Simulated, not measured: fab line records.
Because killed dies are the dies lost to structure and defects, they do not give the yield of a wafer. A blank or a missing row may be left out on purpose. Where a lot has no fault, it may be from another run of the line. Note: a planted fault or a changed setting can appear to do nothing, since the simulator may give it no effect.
Struck lot and sound lot, side by side + flow n5_finfet + 36 steps out of a route of 1938
Sound: wafers L818.1, L818.4, L818.5. Struck: wafer L828.6 (left out: L828.2, L828.3 of the same lot, which were not struck); the cause appears at the end.
Each step with rows lists, per side, the tool, then ch with its chambers, then its first start. Under that, the readings that differ: sound wafers + struck wafers + difference of the means + sigmas: that difference in standard deviations of wafers without a fault.
alike: words and numbers the same on both sides, and readings whose means are apart by under 2 such deviations; not compared: readings that were withheld, readings missing a value for some wafer, numbers with overlapping values and no deviation given by the record, and bounds like >300 which may hide the same value.
Wherever a step has rows on one side only, a row that says differs or no value, or a row with sigmas, the two part there. When numbers do not overlap yet have no deviation, they are printed without sigmas and do not part them. A reading missing from all wafers of one side parts the sides only when that side holds two or more wafers.

first, 8 steps without rows for these wafers: N5_BEOL_M7_SPUTTER_48 (material Cu, target thk 10 nm, time 1.667 s); N5_BEOL_M7_ECD_50 (material Cu, target thk 300 nm); N5_BEOL_M7_ANNEAL_51 (time 90 s); N5_BEOL_M7_CMP_52 (polishes, stops on SiCOH lowk, t overpolish 6.9 s, target thk 80 nm); N5_BEOL_M7_PRE_CLEAN_55 (time 15 s); N5_BEOL_M7_DEP_56 (deposits SiCN from 3MS/NH3, target thk 10 nm, time 17.5 s); N5_BEOL_M8_ILD_DEP_00 (deposits SiCOH lowk from DEMS/porogen, target thk 179.75 nm, time 33.4 s); N5_BEOL_M8_CURE_74 (cures SiCOH lowk, time 240 s).
N5_BEOL_M8_PECVD_70: deposits SiO2 from TEOS/O2, target thk 20 nm, time 22.7 s.
  sound on pecvd-02 ch 0,2, day 9 09:07; struck on pecvd-02 ch 2, day 12 07:37
| reading                                    | sound        | struck | difference | sigmas |
|--------------------------------------------|--------------|--------|------------|--------|
| model.SiO2_of_BEOL_M8_PECVD_70.thk_nm (nm) | 20.2 20 20.4 | 19     | -1         |        |
  alike: heater_power_w, showerhead_plenum_p_Torr, throttle_valve_pct
then, 25 steps without rows for these wafers: N5_BEOL_M8_HM_DEP_02 (deposits TiN, target thk 20 nm); N5_BEOL_M8_COAT_59 (time 60 s, resist thk 100 nm); N5_BEOL_M8_COAT_60 (time 60 s, resist thk 35 nm); N5_BEOL_M8_COAT_05 (resist thk 90 nm); N5_BEOL_M8_EBR_07; N5_BEOL_M8_SOFTBAKE_06 (time 60 s); N5_BEOL_M8_EXPOSE_08 (exposes mask M8); N5_BEOL_M8_PEB_09 (peb time 60 s); N5_BEOL_M8_DEVELOP_10 (develop time 30 s); N5_BEOL_M8_DESCUM_16 (chemistry O2, time 7.9 s); N5_BEOL_M8_ETCH_61 (etches SiARC in CF4, target depth 45.5 nm, time 75.8 s); N5_BEOL_M8_ETCH_62 (etches SOC in N2/H2, target depth 110 nm, overetch 22 nm, time 165 s); N5_BEOL_M8_STRIP_68 (strips in N2/H2); N5_BEOL_M8_STRIP_67 (strips in CF4); N5_BEOL_M8_HM_OPEN_17 (chemistry Cl2/BCl3, target TiN, target depth 20 nm, overetch 6 nm); N5_BEOL_M8_STRIP_19 (strips in O2); N5_BEOL_M8_COAT_63 (time 60 s, resist thk 60 nm); N5_BEOL_M8_COAT_64 (time 60 s, resist thk 12 nm); N5_BEOL_M8_COAT_71 (time 60 s, resist thk 5 nm); N5_BEOL_M8_COAT_22 (resist thk 30 nm); N5_BEOL_M8_EBR_24; N5_BEOL_M8_SOFTBAKE_23 (time 60 s); N5_BEOL_M8_EXPOSE_25 (exposes mask V7, target cd 40 nm); N5_BEOL_M8_PEB_26 (peb time 60 s); N5_BEOL_M8_DEVELOP_27 (develop time 30 s).
N5_BEOL_M8_HM_STRIP_39: strips TiN in peroxide tin strip, target depth 25 nm, time 158 s.
  sound on wet_bench-06 ch 0,4,7, day 9 12:27; struck on wet_bench-03 ch 1, day 12 10:22
| reading                                    | sound      | struck | difference | sigmas |
|--------------------------------------------|------------|--------|------------|--------|
| model.SiO2_of_BEOL_M8_PECVD_70.thk_nm (nm) | 20 20 20.2 | 18.8   | -1.3       |        |
after that, 1 step had no rows for these wafers: N5_PASSIVATION_PROBE_49.

## WHERE THEY PART
Nowhere in this record.

WHY: the cause the simulator had injected
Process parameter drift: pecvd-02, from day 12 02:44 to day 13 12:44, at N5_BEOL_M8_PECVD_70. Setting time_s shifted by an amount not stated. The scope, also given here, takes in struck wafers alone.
